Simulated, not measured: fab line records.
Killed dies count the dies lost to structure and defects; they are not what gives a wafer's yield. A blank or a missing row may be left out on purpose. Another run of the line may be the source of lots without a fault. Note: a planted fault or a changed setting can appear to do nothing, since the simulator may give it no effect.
Which tool is to blame? + flow nand harc + Sampling: 24 lots, 72 wafers, 6 of 1159 route steps

## WHAT THE GAUGES SHOWED, per wafer
Not one reading of a measure or inspect step in the record can be checked against a usual standard deviation.

## TOOL THAT RAN EACH LOT (tool first, then ch and the chambers of the sampled wafers, then the start)
| lot  | NHARC_A_STAIRCASE_ETCH_201                    | NHARC_A_STAIRCASE_ETCH_230                    | NHARC_A_STAIRCASE_ETCH_236                    | NHARC_A_STAIRCASE_DESCUM_252       | NHARC_A_STAIRCASE_ALD_420        | NHARC_A_STAIRCASE_DEP_325       |
|------|-----------------------------------------------|-----------------------------------------------|-----------------------------------------------|------------------------------------|----------------------------------|---------------------------------|
| L074 | rie diel-05 ch 1,2,3, day 11 05:02 or earlier | rie diel-08 ch 1,2,3, day 11 05:02 or earlier | rie diel-08 ch 0,1,3, day 11 05:02 or earlier | rie diel-05 ch 1,2,3, day 11 05:02 | ald hk-03 ch 0,1, day 12 03:12   | pecvd-04 ch 1,2, day 13 07:10   |
| L075 | rie diel-13 ch 1,2, day 11 17:07 or earlier   | rie diel-05 ch 0,3, day 11 17:07 or earlier   | rie diel-05 ch 0,3, day 11 17:07 or earlier   | rie diel-05 ch 0,1, day 11 17:07   | ald hk-01 ch 1,2,3, day 12 12:10 | pecvd-04 ch 0,1,2, day 13 13:25 |
| L076 | rie diel-05 ch 0,1, day 11 18:28 or earlier   | rie diel-13 ch 0,1, day 11 18:28 or earlier   | rie diel-13 ch 0,1,3, day 11 18:28 or earlier | rie diel-08 ch 0,2, day 11 18:28   | ald hk-03 ch 0,1, day 12 11:13   | pecvd-01 ch 0,1,2, day 13 13:19 |
| L078 | rie diel-05 ch 0,1, day 12 01:16 or earlier   | rie diel-05 ch 0,2,3, day 12 01:16 or earlier | rie diel-05 ch 1,2,3, day 12 01:16 or earlier | rie diel-08 ch 0,3, day 12 01:16   | ald hk-03 ch 2,3, day 12 19:02   | pecvd-04 ch 0,1, day 13 18:08   |
| L077 | rie diel-08 ch 0,1,2, day 12 02:54 or earlier | rie diel-08 ch 0,1,3, day 12 02:54 or earlier | rie diel-08 ch 2,3, day 12 02:54 or earlier   | rie diel-05 ch 0,1, day 12 02:54   | ald hk-03 ch 0,1,2, day 12 23:20 | pecvd-04 ch 0,1, day 13 23:56   |
| L079 | rie diel-08 ch 0,2, day 12 08:39 or earlier   | rie diel-13 ch 1,2,3, day 12 08:39 or earlier | rie diel-13 ch 0,1,2, day 12 08:39 or earlier | rie diel-05 ch 1,2, day 12 08:39   | ald hk-03 ch 0,1,2, day 13 03:50 | pecvd-04 ch 0,2, day 14 03:11   |
| L082 | rie diel-08 ch 1,2, day 13 06:15 or earlier   | rie diel-05 ch 0,1,2, day 13 06:15 or earlier | rie diel-05 ch 0,2,3, day 13 06:15 or earlier | rie diel-13 ch 1,3, day 13 06:15   | ald hk-01 ch 0,2,3, day 14 09:43 | pecvd-03 ch 0,1, day 15 11:07   |
| L080 | rie diel-05 ch 0,1,3, day 13 06:56 or earlier | rie diel-08 ch 0,1,3, day 13 06:56 or earlier | rie diel-08 ch 0,1,2, day 13 06:56 or earlier | rie diel-13 ch 0,1,3, day 13 06:56 | ald hk-01 ch 0,1,3, day 14 10:20 | pecvd-01 ch 0,1,2, day 15 11:05 |
| L081 | rie diel-05 ch 1,2,3, day 13 07:23 or earlier | rie diel-13 ch 2,3, day 13 07:23 or earlier   | rie diel-13 ch 2,3, day 13 07:23 or earlier   | rie diel-13 ch 1,2,3, day 13 07:23 | ald hk-04 ch 1,2,3, day 14 15:44 | pecvd-04 ch 0,1,2, day 15 11:17 |
| L083 | rie diel-13 ch 2,3, day 13 10:20 or earlier   | rie diel-13 ch 0,2, day 13 10:20 or earlier   | rie diel-13 ch 0,1,3, day 13 10:20 or earlier | rie diel-13 ch 0,3, day 13 10:20   | ald hk-04 ch 0,2,3, day 14 16:51 | pecvd-01 ch 0,1,2, day 15 21:13 |
| L084 | rie diel-05 ch 1,2, day 13 17:21 or earlier   | rie diel-05 ch 1,2, day 13 17:21 or earlier   | rie diel-05 ch 0,2, day 13 17:21 or earlier   | rie diel-13 ch 0,1,3, day 13 17:21 | ald hk-04 ch 1,2, day 14 19:05   | pecvd-03 ch 0,1,2, day 15 21:08 |
| L085 | rie diel-05 ch 0,1,3, day 13 22:14 or earlier | rie diel-13 ch 0,1,3, day 13 22:14 or earlier | rie diel-13 ch 0,2,3, day 13 22:14 or earlier | rie diel-13 ch 1,2,3, day 13 22:14 | ald hk-01 ch 1,2,3, day 14 18:55 | pecvd-04 ch 0,1,2, day 15 21:11 |
| L087 | rie diel-13 ch 1,2,3, day 14 14:39 or earlier | rie diel-08 ch 0,1,3, day 14 14:39 or earlier | rie diel-08 ch 0,1, day 14 14:39 or earlier   | rie diel-13 ch 0,2,3, day 14 14:39 | ald hk-04 ch 1,2,3, day 15 09:38 | pecvd-03 ch 0,1, day 16 07:58   |
| L086 | rie diel-08 ch 1,2,3, day 14 15:54 or earlier | rie diel-08 ch 1,2, day 14 15:54 or earlier   | rie diel-08 ch 1,2,3, day 14 15:54 or earlier | rie diel-13 ch 0,1,3, day 14 15:54 | ald hk-03 ch 0,1,2, day 15 09:38 | pecvd-01 ch 0,2, day 16 07:52   |
| L088 | rie diel-13 ch 0,2, day 14 19:37 or earlier   | rie diel-08 ch 2,3, day 14 19:37 or earlier   | rie diel-08 ch 1,3, day 14 19:37 or earlier   | rie diel-13 ch 0,1,2, day 14 19:37 | ald hk-04 ch 0,1,3, day 15 13:07 | pecvd-04 ch 0,1,2, day 16 13:29 |
| L090 | rie diel-05 ch 0,2, day 14 22:54 or earlier   | rie diel-05 ch 1,3, day 14 22:54 or earlier   | rie diel-05 ch 0,1,2, day 14 22:54 or earlier | rie diel-05 ch 1,2,3, day 14 22:54 | ald hk-01 ch 0,3, day 15 15:46   | pecvd-01 ch 0,1, day 16 13:23   |
| L091 | rie diel-13 ch 0,2,3, day 15 12:43 or earlier | rie diel-13 ch 0,2,3, day 15 12:43 or earlier | rie diel-13 ch 1,3, day 15 12:43 or earlier   | rie diel-08 ch 1,2, day 15 12:43   | ald hk-03 ch 0,3, day 16 11:17   | pecvd-04 ch 0,1,2, day 17 15:01 |
| L089 | rie diel-08 ch 1,2, day 15 12:16 or earlier   | rie diel-13 ch 0,1,3, day 15 12:16 or earlier | rie diel-13 ch 0,1, day 15 12:16 or earlier   | rie diel-08 ch 1,2,3, day 15 12:16 | ald hk-03 ch 0,1,3, day 16 06:26 | pecvd-01 ch 0,2, day 17 06:10   |
| L092 | rie diel-13 ch 0,3, day 15 18:37 or earlier   | rie diel-13 ch 0,3, day 15 18:37 or earlier   | rie diel-13 ch 0,2,3, day 15 18:37 or earlier | rie diel-05 ch 2,3, day 15 18:37   | ald hk-03 ch 2,3, day 16 15:28   | pecvd-03 ch 0,1, day 17 15:17   |
| L094 | rie diel-05 ch 0,3, day 16 00:25 or earlier   | rie diel-05 ch 0,2,3, day 16 00:25 or earlier | rie diel-05 ch 1,2,3, day 16 00:25 or earlier | rie diel-05 ch 0,1, day 16 00:25   | ald hk-03 ch 1,2,3, day 16 20:29 | pecvd-01 ch 1,2, day 17 15:11   |
| L093 | rie diel-08 ch 0,1,2, day 16 04:55 or earlier | rie diel-13 ch 1,2,3, day 16 04:55 or earlier | rie diel-13 ch 1,2, day 16 04:55 or earlier   | rie diel-13 ch 2,3, day 16 04:55   | ald hk-03 ch 0,1, day 17 01:40   | pecvd-04 ch 1,2, day 18 06:55   |
| L095 | rie diel-13 ch 0,2, day 16 21:23 or earlier   | rie diel-13 ch 1,3, day 16 21:23 or earlier   | rie diel-13 ch 0,2, day 16 21:23 or earlier   | rie diel-13 ch 0,2, day 16 21:23   | ald hk-03 ch 0,1, day 17 18:36   | pecvd-04 ch 0,1, day 19 04:17   |
| L097 | rie diel-05 ch 0,3, day 17 00:10 or earlier   | rie diel-13 ch 0,3, day 17 00:10 or earlier   | rie diel-13 ch 0,1, day 17 00:10 or earlier   | rie diel-13 ch 0,2,3, day 17 00:10 | ald hk-04 ch 0,1,3, day 18 02:19 | pecvd-01 ch 0,2, day 19 04:37   |
| L096 | rie diel-05 ch 0,1,3, day 17 02:33 or earlier | rie diel-05 ch 2,3, day 17 02:33 or earlier   | rie diel-05 ch 2,3, day 17 02:33 or earlier   | rie diel-13 ch 2,3, day 17 02:33   | ald hk-04 ch 0,1,2, day 18 00:05 | pecvd-03 ch 1,2, day 19 04:36   |
- NHARC_A_STAIRCASE_ETCH_201: etches the open film in C4F8/O2, target depth 100 nm, time 40.5 s.
- NHARC_A_STAIRCASE_ETCH_230: etches the open film in C4F8/O2, target depth 100 nm, time 40.5 s.
- NHARC_A_STAIRCASE_ETCH_236: etches the open film in C4F8/O2, target depth 100 nm, time 40.5 s.
- NHARC_A_STAIRCASE_DESCUM_252: chemistry O2, time 3 s.
- NHARC_A_STAIRCASE_ALD_420: deposits SiO2, target thk 20 nm, pulse time 6 s, ald cycles 200.
- NHARC_A_STAIRCASE_DEP_325: deposits SiO2, target thk 3800 nm.

## AS READ BY THE TOOLS THEMSELVES (means over the sampled wafers that have a number; for cases with no such wafer, the mark the record gives instead)
NHARC_A_STAIRCASE_ETCH_201. Usual: oes product au 0.943 a.u., standard deviation 0.016; rf vpp V 893 V, standard deviation 5.
| lot  | tool        | oes product au (a.u.) | rf vpp V (V) | flag |
|------|-------------|-----------------------|--------------|------|
| L074 | rie diel-05 | 0.948                 | 895          |      |
| L075 | rie diel-13 | 0.932                 | 894          |      |
| L076 | rie diel-05 | 0.929                 | 895          |      |
| L078 | rie diel-05 | 0.932                 | 899          |      |
| L077 | rie diel-08 | 0.956                 | 890          |      |
| L079 | rie diel-08 | 0.949                 | 890          |      |
| L082 | rie diel-08 | 0.953                 | 889          |      |
| L080 | rie diel-05 | 0.944                 | 895          |      |
| L081 | rie diel-05 | 0.941                 | 896          |      |
| L083 | rie diel-13 | 0.931                 | 898          |      |
| L084 | rie diel-05 | 0.950                 | 895          |      |
| L085 | rie diel-05 | 0.938                 | 895          |      |
| L087 | rie diel-13 | 0.924                 | 897          |      |
| L086 | rie diel-08 | 0.946                 | 889          |      |
| L088 | rie diel-13 | 0.951                 | 891          |      |
| L090 | rie diel-05 | 0.949                 | 891          |      |
| L091 | rie diel-13 | 0.937                 | 896          |      |
| L089 | rie diel-08 | 0.947                 | 890          |      |
| L092 | rie diel-13 | 0.931                 | 894          |      |
| L094 | rie diel-05 | 0.943                 | 890          |      |
| L093 | rie diel-08 | 0.935                 | 890          |      |
| L095 | rie diel-13 | 0.946                 | 890          |      |
| L097 | rie diel-05 | 0.935                 | 891          |      |
| L096 | rie diel-05 | 0.958                 | 894          |      |

NHARC_A_STAIRCASE_ETCH_230. Usual: oes product au 0.944 a.u., standard deviation 0.017; rf vpp V 893 V, standard deviation 5.4.
| lot  | tool        | oes product au (a.u.) | rf vpp V (V) | flag |
|------|-------------|-----------------------|--------------|------|
| L074 | rie diel-08 | 0.964                 | 888          |      |
| L075 | rie diel-05 | 0.945                 | 892          |      |
| L076 | rie diel-13 | 0.925                 | 890          |      |
| L078 | rie diel-05 | 0.942                 | 892          |      |
| L077 | rie diel-08 | 0.964                 | 890          |      |
| L079 | rie diel-13 | 0.960                 | 898          |      |
| L082 | rie diel-05 | 0.949                 | 895          |      |
| L080 | rie diel-08 | 0.955                 | 888          |      |
| L081 | rie diel-13 | 0.944                 | 898          |      |
| L083 | rie diel-13 | 0.944                 | 892          |      |
| L084 | rie diel-05 | 0.953                 | 896          |      |
| L085 | rie diel-13 | 0.935                 | 896          |      |
| L087 | rie diel-08 | 0.946                 | 888          |      |
| L086 | rie diel-08 | 0.948                 | 889          |      |
| L088 | rie diel-08 | 0.939                 | 889          |      |
| L090 | rie diel-05 | 0.950                 | 895          |      |
| L091 | rie diel-13 | 0.942                 | 897          |      |
| L089 | rie diel-13 | 0.941                 | 895          |      |
| L092 | rie diel-13 | 0.941                 | 899          |      |
| L094 | rie diel-05 | 0.968                 | 891          |      |
| L093 | rie diel-13 | 0.921                 | 896          |      |
| L095 | rie diel-13 | 0.920                 | 896          |      |
| L097 | rie diel-13 | 0.942                 | 894          |      |
| L096 | rie diel-05 | 0.943                 | 891          |      |

NHARC_A_STAIRCASE_ETCH_236. Usual: oes product au 0.938 a.u., standard deviation 0.014; rf vpp V 893 V, standard deviation 5.4.
| lot  | tool        | oes product au (a.u.) | rf vpp V (V) | flag |
|------|-------------|-----------------------|--------------|------|
| L074 | rie diel-08 | 0.954                 | 889          |      |
| L075 | rie diel-05 | 0.932                 | 892          |      |
| L076 | rie diel-13 | 0.928                 | 895          |      |
| L078 | rie diel-05 | 0.935                 | 896          |      |
| L077 | rie diel-08 | 0.932                 | 888          |      |
| L079 | rie diel-13 | 0.930                 | 892          |      |
| L082 | rie diel-05 | 0.944                 | 891          |      |
| L080 | rie diel-08 | 0.959                 | 890          |      |
| L081 | rie diel-13 | 0.932                 | 901          |      |
| L083 | rie diel-13 | 0.937                 | 897          |      |
| L084 | rie diel-05 | 0.932                 | 892          |      |
| L085 | rie diel-13 | 0.951                 | 896          |      |
| L087 | rie diel-08 | 0.942                 | 888          |      |
| L086 | rie diel-08 | 0.956                 | 888          |      |
| L088 | rie diel-08 | 0.953                 | 888          |      |
| L090 | rie diel-05 | 0.946                 | 895          |      |
| L091 | rie diel-13 | 0.934                 | 899          |      |
| L089 | rie diel-13 | 0.940                 | 889          |      |
| L092 | rie diel-13 | 0.931                 | 896          |      |
| L094 | rie diel-05 | 0.940                 | 895          |      |
| L093 | rie diel-13 | 0.923                 | 893          |      |
| L095 | rie diel-13 | 0.932                 | 890          |      |
| L097 | rie diel-13 | 0.928                 | 890          |      |
| L096 | rie diel-05 | 0.944                 | 892          |      |

NHARC_A_STAIRCASE_DESCUM_252. Usual: drypump motor current A 5.8 A, standard deviation 0.49; oes product au 0.998 a.u., standard deviation 0.014; rf vpp V 57.7 V, standard deviation 0.91; showerhead plenum p Torr 1.89 Torr, standard deviation 0.091; throttle valve pct 11.312 %, standard deviation 0.0097.
| lot  | tool        | drypump motor current A (A) | oes product au (a.u.) | rf vpp V (V) | showerhead plenum p Torr (Torr) | throttle valve pct (%) | flag |
|------|-------------|-----------------------------|-----------------------|--------------|---------------------------------|------------------------|------|
| L074 | rie diel-05 | 6.1                         | 1.000                 | 58.4         | 1.91                            | 11.309                 |      |
| L075 | rie diel-05 | 6.1                         | 0.991                 | 57.4         | 1.96                            | 11.311                 |      |
| L076 | rie diel-08 | 5.1                         | 0.989                 | 58.3         | 1.82                            | 11.315                 |      |
| L078 | rie diel-08 | 5.4                         | 1.014                 | 57.5         | 1.81                            | 11.316                 |      |
| L077 | rie diel-05 | 5.8                         | 0.994                 | 57.1         | 1.89                            | 11.300                 |      |
| L079 | rie diel-05 | 6.4                         | 1.018                 | 58.3         | 1.97                            | 11.314                 |      |
| L082 | rie diel-13 | 6.0                         | 0.981                 | 57.2         | 1.93                            | 11.322                 |      |
| L080 | rie diel-13 | 6.1                         | 0.987                 | 57.2         | 1.91                            | 11.312                 |      |
| L081 | rie diel-13 | 5.7                         | 0.990                 | 57.6         | 1.93                            | 11.308                 |      |
| L083 | rie diel-13 | 6.1                         | 1.006                 | 58.2         | 1.89                            | 11.316                 |      |
| L084 | rie diel-13 | 6.1                         | 0.998                 | 58.0         | 1.91                            | 11.297                 |      |
| L085 | rie diel-13 | 5.7                         | 0.991                 | 58.3         | 1.93                            | 11.314                 |      |
| L087 | rie diel-13 | 5.8                         | 1.002                 | 58.1         | 1.91                            | 11.319                 |      |
| L086 | rie diel-13 | 6.1                         | 0.997                 | 57.0         | 1.91                            | 11.308                 |      |
| L088 | rie diel-13 | 5.7                         | 0.995                 | 58.2         | 1.85                            | 11.317                 |      |
| L090 | rie diel-05 | 6.1                         | 1.000                 | 57.6         | 1.90                            | 11.323                 |      |
| L091 | rie diel-08 | 5.3                         | 1.001                 | 57.6         | 1.80                            | 11.311                 |      |
| L089 | rie diel-08 | 5.4                         | 1.002                 | 57.0         | 1.79                            | 11.309                 |      |
| L092 | rie diel-05 | 6.0                         | 1.011                 | 57.3         | 1.85                            | 11.314                 |      |
| L094 | rie diel-05 | 5.8                         | 0.998                 | 57.4         | 1.88                            | 11.316                 |      |
| L093 | rie diel-13 | 5.7                         | 0.991                 | 57.7         | 1.99                            | 11.304                 |      |
| L095 | rie diel-13 | 5.8                         | 0.992                 | 57.1         | 1.82                            | 11.301                 |      |
| L097 | rie diel-13 | 5.8                         | 0.998                 | 56.7         | 1.90                            | 11.308                 |      |
| L096 | rie diel-13 | 5.4                         | 0.985                 | 58.1         | 1.92                            | 11.313                 |      |

NHARC_A_STAIRCASE_ALD_420. Usual: heater power w 455 W, standard deviation 53; precursor pulse height rel 1.001, standard deviation 0.02.
| lot  | tool      | heater power w (W) | precursor pulse height rel | flag |
|------|-----------|--------------------|----------------------------|------|
| L074 | ald hk-03 | 477                | 0.976                      |      |
| L075 | ald hk-01 | 438                | 1.006                      |      |
| L076 | ald hk-03 | 410                | 1.026                      |      |
| L078 | ald hk-03 | 503                | 0.992                      |      |
| L077 | ald hk-03 | 447                | 0.999                      |      |
| L079 | ald hk-03 | 443                | 1.009                      |      |
| L082 | ald hk-01 | 453                | 1.016                      |      |
| L080 | ald hk-01 | 432                | 1.006                      |      |
| L081 | ald hk-04 | 457                | 0.995                      |      |
| L083 | ald hk-04 | 431                | 1.008                      |      |
| L084 | ald hk-04 | 481                | 0.991                      |      |
| L085 | ald hk-01 | 435                | 0.999                      |      |
| L087 | ald hk-04 | 458                | 0.994                      |      |
| L086 | ald hk-03 | 446                | 0.998                      |      |
| L088 | ald hk-04 | 467                | 1.015                      |      |
| L090 | ald hk-01 | 447                | 0.986                      |      |
| L091 | ald hk-03 | 466                | 1.014                      |      |
| L089 | ald hk-03 | 475                | 0.986                      |      |
| L092 | ald hk-03 | 475                | 0.997                      |      |
| L094 | ald hk-03 | 490                | 0.996                      |      |
| L093 | ald hk-03 | 424                | 0.992                      |      |
| L095 | ald hk-03 | 426                | 0.990                      |      |
| L097 | ald hk-04 | 469                | 1.015                      |      |
| L096 | ald hk-04 | 465                | 0.987                      |      |

NHARC_A_STAIRCASE_DEP_325. Usual: heater power w at 663 W, with a standard deviation of 120.
| lot  | tool     | heater power w (W) | flag |
|------|----------|--------------------|------|
| L074 | pecvd-04 | 616                |      |
| L075 | pecvd-04 | 643                |      |
| L076 | pecvd-01 | 622                |      |
| L078 | pecvd-04 | 739                |      |
| L077 | pecvd-04 | 743                |      |
| L079 | pecvd-04 | 644                |      |
| L082 | pecvd-03 | 569                |      |
| L080 | pecvd-01 | 635                |      |
| L081 | pecvd-04 | 682                |      |
| L083 | pecvd-01 | 618                |      |
| L084 | pecvd-03 | 683                |      |
| L085 | pecvd-04 | 752                |      |
| L087 | pecvd-03 | 610                |      |
| L086 | pecvd-01 | 621                |      |
| L088 | pecvd-04 | 738                |      |
| L090 | pecvd-01 | 652                |      |
| L091 | pecvd-04 | 722                |      |
| L089 | pecvd-01 | 654                |      |
| L092 | pecvd-03 | 576                |      |
| L094 | pecvd-01 | 571                |      |
| L093 | pecvd-04 | 707                |      |
| L095 | pecvd-04 | 778                |      |
| L097 | pecvd-01 | 597                |      |
| L096 | pecvd-03 | 617                |      |

## THE ANSWER, worked out from the rows above alone
Rule: take the mean of a lot's wafers that have a number; if it is more than 3 standard deviations from the usual mean, the lot is off. Also off: a lot with no number at a reading for which 4 or more lots have one. Where the step has rows for the other lots, those lots are counted as sound. Order of review: gauges by route order, followed by the tools' own readings, for which a lot's mean as printed above is used. At the first step where some lot is off, the reading lying furthest off is the one used; lots without a number count as furthest.
None of the lots is off at any reading shown; this tells nothing.

## WHAT THE SIMULATOR HAD INSERTED
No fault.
